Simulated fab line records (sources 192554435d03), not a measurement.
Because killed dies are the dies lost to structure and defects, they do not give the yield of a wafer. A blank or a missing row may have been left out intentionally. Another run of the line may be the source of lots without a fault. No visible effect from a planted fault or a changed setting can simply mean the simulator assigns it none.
Chamber matching | flow n5_finfet | N5_BEOL_M0_SAQP_ALD_48 on ald_sin-01: 4 sister chambers
The step deposits SiO2, target thk 20 nm, pulse time 1 s, co reactant pulse time 1 s. 8 wafers are shown with their chamber, then 9 later ones without.

## WAFERS, EACH WITH ITS CHAMBER
wafer  | chamber | heater_power_w (W) | precursor_pulse_height_rel
L088.1 | 3       | 75                 | 1.015
L090.6 | 3       | 76                 | 0.977
L091.1 | 1       | 80                 | 0.995
L091.2 | 0       | 76                 | 0.964
L091.4 | 2       | 67                 | 1.003
L093.2 | 0       | 75                 | 0.975
L093.4 | 1       | 83                 | 1.010
L093.6 | 2       | 67                 | 1.015

## WAFERS MISSING THEIR CHAMBER
wafer  | heater_power_w (W) | precursor_pulse_height_rel
L076.2 | 77                 | 1.006
L076.3 | 81                 | 0.978
L076.5 | 81                 | 0.993
L094.4 | 85                 | 0.981
L094.5 | 67                 | 0.993
L094.6 | 75                 | 1.021
L096.1 | 67                 | 1.001
L096.3 | 78                 | 1.027
L096.4 | 83                 | 1.013

## WHICH CHAMBER EACH ONE RAN IN
wafer  | from the rows above          | in truth
L076.2 | can't be placed: 3 or 0      | 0
L076.3 | 1                            | 1
L076.5 | 1                            | 1
L094.4 | 1                            | 1
L094.5 | 2                            | 2
L094.6 | can't be placed: 3 or 0      | 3
L096.1 | 2                            | 2
L096.3 | can't be placed: 3 or 1 or 0 | 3
L096.4 | 1                            | 1
Correctly placed: 6 of 9. Not placeable from these rows: 3 (in 3, the candidates include the true chamber). Number placed wrongly: 0.
How it was worked out, from the rows above alone: a wafer's distance from a chamber is the root of the sum, over the readings, of the square of ((its reading less the chamber's mean) divided by the reading's scatter). The wafer belongs to the nearest chamber; if the next one is less than 2 further off, it can't be placed. A chamber's mean is the mean of its shown wafers. The scatter is the square root of a quotient: the sum, over the shown wafers, of each reading's squared deviation from its chamber's mean, divided by wafers minus chambers.
